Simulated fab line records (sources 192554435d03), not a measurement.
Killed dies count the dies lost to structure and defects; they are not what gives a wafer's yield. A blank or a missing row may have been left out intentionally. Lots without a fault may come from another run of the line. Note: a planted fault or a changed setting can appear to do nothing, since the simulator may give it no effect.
Which of the tools did it? / flow n5Finfet / 36 wafers from 12 lots sampled at 3 of the route's 1938 steps

WHAT EACH GAUGE READ, for each wafer
N5_BEOL_M1_INSPECT_13: inspects for defects (brightfield).
lot=L075; measured=day 6 09:44; on=defectInspect-01; rawDefectCount=328 461 532
lot=L077; measured=day 6 17:43; on=defectInspect-01; rawDefectCount=297 399 337
lot=L079; measured=day 7 06:49; on=defectInspect-01; rawDefectCount=204 266 324
lot=L081; measured=day 8 03:38; on=defectInspect-01; rawDefectCount=385 349 412
lot=L083; measured=day 8 09:00; on=defectInspect-01; rawDefectCount=284 295 398
lot=L085; measured=day 8 16:40; on=defectInspect-01; rawDefectCount=330 326 303
lot=L087; measured=day 9 15:16; on=defectInspect-02; rawDefectCount=535 389 464
lot=L088; measured=day 10 00:11; on=defectInspect-01; rawDefectCount=493 464 511
lot=L091; measured=day 10 09:01; on=defectInspect-02; rawDefectCount=681 600 634
lot=L093; measured=day 11 00:27; on=defectInspect-02; rawDefectCount=366 470 479
lot=L095; measured=day 11 14:10; on=defectInspect-01; rawDefectCount=459 490 368
lot=L097; measured=day 11 19:46; on=defectInspect-02; rawDefectCount=348 304 466

WHAT TOOL EACH LOT RAN ON (gives the tool, then ch and the chambers of the sampled wafers, and finally the start)
lot=L075; N5_BEOL_M0_SURFACE_TREAT_137=pvdSputter-01, day 6 04:23; N5_BEOL_M0_DEP_125=pecvd-01 ch 0,1, day 6 08:25
lot=L077; N5_BEOL_M0_SURFACE_TREAT_137=pvdSputter-01, day 6 11:59; N5_BEOL_M0_DEP_125=pecvd-01 ch 0,2, day 6 15:47
lot=L079; N5_BEOL_M0_SURFACE_TREAT_137=pvdSputter-03, day 7 03:07; N5_BEOL_M0_DEP_125=pecvd-04 ch 0,1,2, day 7 05:16
lot=L081; N5_BEOL_M0_SURFACE_TREAT_137=pvdSputter-01, day 7 19:54; N5_BEOL_M0_DEP_125=pecvd-01 ch 1,2, day 8 02:44
lot=L083; N5_BEOL_M0_SURFACE_TREAT_137=pvdSputter-02, day 8 01:39; N5_BEOL_M0_DEP_125=pecvd-01 ch 0,1,2, day 8 06:29
lot=L085; N5_BEOL_M0_SURFACE_TREAT_137=pvdSputter-01, day 8 09:16; N5_BEOL_M0_DEP_125=pecvd-04 ch 0,1, day 8 15:12
lot=L087; N5_BEOL_M0_SURFACE_TREAT_137=pvdSputter-02, day 9 10:18; N5_BEOL_M0_DEP_125=pecvd-02 ch 0,1, day 9 13:37
lot=L088; N5_BEOL_M0_SURFACE_TREAT_137=pvdSputter-03, day 9 20:11; N5_BEOL_M0_DEP_125=pecvd-02 ch 1, day 9 21:53
lot=L091; N5_BEOL_M0_SURFACE_TREAT_137=pvdSputter-01, day 10 05:08; N5_BEOL_M0_DEP_125=pecvd-02 ch 0,1, day 10 06:55
lot=L093; N5_BEOL_M0_SURFACE_TREAT_137=pvdSputter-01, day 10 21:25; N5_BEOL_M0_DEP_125=pecvd-01 ch 0,2, day 10 23:19
lot=L095; N5_BEOL_M0_SURFACE_TREAT_137=pvdSputter-01, day 11 11:18; N5_BEOL_M0_DEP_125=pecvd-01 ch 0,2, day 11 12:54
lot=L097; N5_BEOL_M0_SURFACE_TREAT_137=pvdSputter-02, day 11 15:11; N5_BEOL_M0_DEP_125=pecvd-01 ch 1,2, day 11 17:04
- N5_BEOL_M0_SURFACE_TREAT_137
- N5_BEOL_M0_DEP_125: deposits SiCN from 3MS/NH3, target thk 8 nm, time 14 s.

THE ANSWER, worked out from the rows above alone
Rule: the usual values come from the lots themselves. The widest of any qualifying gaps counts: lots, ordered by their means at a reading, are off when they make up no more than a third of the lots, leave a main group of 4 or more, and stand apart from it by 3 or more times the standard deviation of that group's means. If all means in a main group match to the digits the tables above print for the reading, that group is not used. Also off: a lot with no number at a reading for which 4 or more lots have one. Any other lot the step has rows for is counted as sound.
No lot is off on any of the readings shown, so nothing can be concluded from this.

WHAT THE SIMULATOR PUT IN
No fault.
